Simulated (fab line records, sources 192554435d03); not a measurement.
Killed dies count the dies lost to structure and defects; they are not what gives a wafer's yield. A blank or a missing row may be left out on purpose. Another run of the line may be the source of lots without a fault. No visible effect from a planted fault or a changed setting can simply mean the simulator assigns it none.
A lot that was struck, set against a sound lot || flow n5_finfet || 36 steps out of a route of 1938
Sound: wafers L420.1, L420.2, L420.6. Struck: wafer L410.1 (L410.2, L410.3, from the same lot, were not struck and are left out); the cause is given at the end.
For every step that has rows: the tool of each side, followed by ch and its chambers, followed by its first start. Under that, the readings that differ: sound wafers || struck wafers || difference of the means || sigmas: that difference in standard deviations of wafers without a fault.
alike: same words and numbers on both sides, and readings whose means sit less than 2 such deviations apart. not compared: any withheld reading, any reading some wafer has no value for, any bound like >300 that may hide the same value, and any number with overlapping values for which the record gives no deviation.
Wherever a step has rows on one side only, a row that says differs or no value, or a row with sigmas, the two part there. When numbers do not overlap yet have no deviation, they are printed without sigmas and do not part them. Lack of a reading on every wafer of one side parts them only where that side has two or more wafers.

first, 8 steps without rows for these wafers: N5_BEOL_M6_SPUTTER_48 (material Cu, target thk 10 nm, time 1.667 s); N5_BEOL_M6_ECD_50 (material Cu, target thk 300 nm); N5_BEOL_M6_ANNEAL_51 (time 90 s); N5_BEOL_M6_CMP_52 (polishes, stops on SiCOH lowk, t overpolish 6.9 s, target thk 80 nm); N5_BEOL_M6_PRE_CLEAN_55 (time 15 s); N5_BEOL_M6_DEP_56 (deposits SiCN from 3MS/NH3, target thk 10 nm, time 17.5 s); N5_BEOL_M7_ILD_DEP_00 (deposits SiCOH lowk from DEMS/porogen, target thk 179.75 nm, time 33.4 s); N5_BEOL_M7_CURE_74 (cures SiCOH lowk, time 240 s).
N5_BEOL_M7_PECVD_70: deposits SiO2 from TEOS/O2, target thk 20 nm, time 22.7 s.
  sound on pecvd-02 ch 0,2, day 16 01:52; struck on pecvd-02 ch 0, day 12 06:49
{"reading": "model.SiO2_of_BEOL_M7_PECVD_70.thk_nm (nm)", "sound": "19.6 20.2 20", "struck": 19, "difference": -1, "sigmas": ""}
  alike: heater_power_outer_w, heater_power_w, showerhead_plenum_p_Torr, throttle_valve_pct
then, 25 steps without rows for these wafers: N5_BEOL_M7_HM_DEP_02 (deposits TiN, target thk 20 nm); N5_BEOL_M7_COAT_59 (time 60 s, resist thk 100 nm); N5_BEOL_M7_COAT_60 (time 60 s, resist thk 35 nm); N5_BEOL_M7_COAT_05 (resist thk 90 nm); N5_BEOL_M7_EBR_07; N5_BEOL_M7_SOFTBAKE_06 (time 60 s); N5_BEOL_M7_EXPOSE_08 (exposes mask M7); N5_BEOL_M7_PEB_09 (peb time 60 s); N5_BEOL_M7_DEVELOP_10 (develop time 30 s); N5_BEOL_M7_DESCUM_16 (chemistry O2, time 7.9 s); N5_BEOL_M7_ETCH_61 (etches SiARC in CF4, target depth 45.5 nm, time 75.8 s); N5_BEOL_M7_ETCH_62 (etches SOC in N2/H2, target depth 110 nm, overetch 22 nm, time 165 s); N5_BEOL_M7_STRIP_68 (strips in N2/H2); N5_BEOL_M7_STRIP_67 (strips in CF4); N5_BEOL_M7_HM_OPEN_17 (chemistry Cl2/BCl3, target TiN, target depth 20 nm, overetch 6 nm); N5_BEOL_M7_STRIP_19 (strips in O2); N5_BEOL_M7_COAT_63 (time 60 s, resist thk 60 nm); N5_BEOL_M7_COAT_64 (time 60 s, resist thk 12 nm); N5_BEOL_M7_COAT_71 (time 60 s, resist thk 5 nm); N5_BEOL_M7_COAT_22 (resist thk 30 nm); N5_BEOL_M7_EBR_24; N5_BEOL_M7_SOFTBAKE_23 (time 60 s); N5_BEOL_M7_EXPOSE_25 (exposes mask V6, target cd 40 nm); N5_BEOL_M7_PEB_26 (peb time 60 s); N5_BEOL_M7_DEVELOP_27 (develop time 30 s).
N5_BEOL_M7_HM_STRIP_39: strips TiN in peroxide tin strip, target depth 25 nm, time 158 s.
  sound on wet_bench-06 ch 0,1,6, day 16 06:19; struck on wet_bench-02 ch 6, day 12 10:38
{"reading": "model.SiO2_of_BEOL_M7_PECVD_70.thk_nm (nm)", "sound": "19.4 20 19.8", "struck": 18.8, "difference": -0.9, "sigmas": ""}
-- a jump in the record: the struck wafers' starts before and after are 4 days apart (it breaks off in module BEOL_M7 and resumes in module PASSIVATION, where the first step shown is number 1936 of the route) --
N5_PASSIVATION_PROBE_49:
  sound: prober-02 at day 19 15:49; struck: prober-01 at day 16 04:07
{"reading": "killed_at_M0_to_M3", "sound": "24 30 21", "struck": 48, "difference": "+23", "sigmas": "+2"}
{"reading": "killed_at_other", "sound": "6 2 15", "struck": 1, "difference": -7, "sigmas": -2}
{"reading": "killed_open", "sound": "56 52 61", "struck": 91, "difference": "+35", "sigmas": "+2"}
  alike: defect_limited_yield, killed_at_M4_up, killed_at_contacts, killed_at_front_end, killed_dies, killed_on_rim, killed_short, sort_bin_5_function, sort_bin_6_memory, sort_n_pass, sort_yield_pct

## WHERE THEY PART
Only at N5_PASSIVATION_PROBE_49, as far as this record shows.

WHY: whatever the simulator had introduced
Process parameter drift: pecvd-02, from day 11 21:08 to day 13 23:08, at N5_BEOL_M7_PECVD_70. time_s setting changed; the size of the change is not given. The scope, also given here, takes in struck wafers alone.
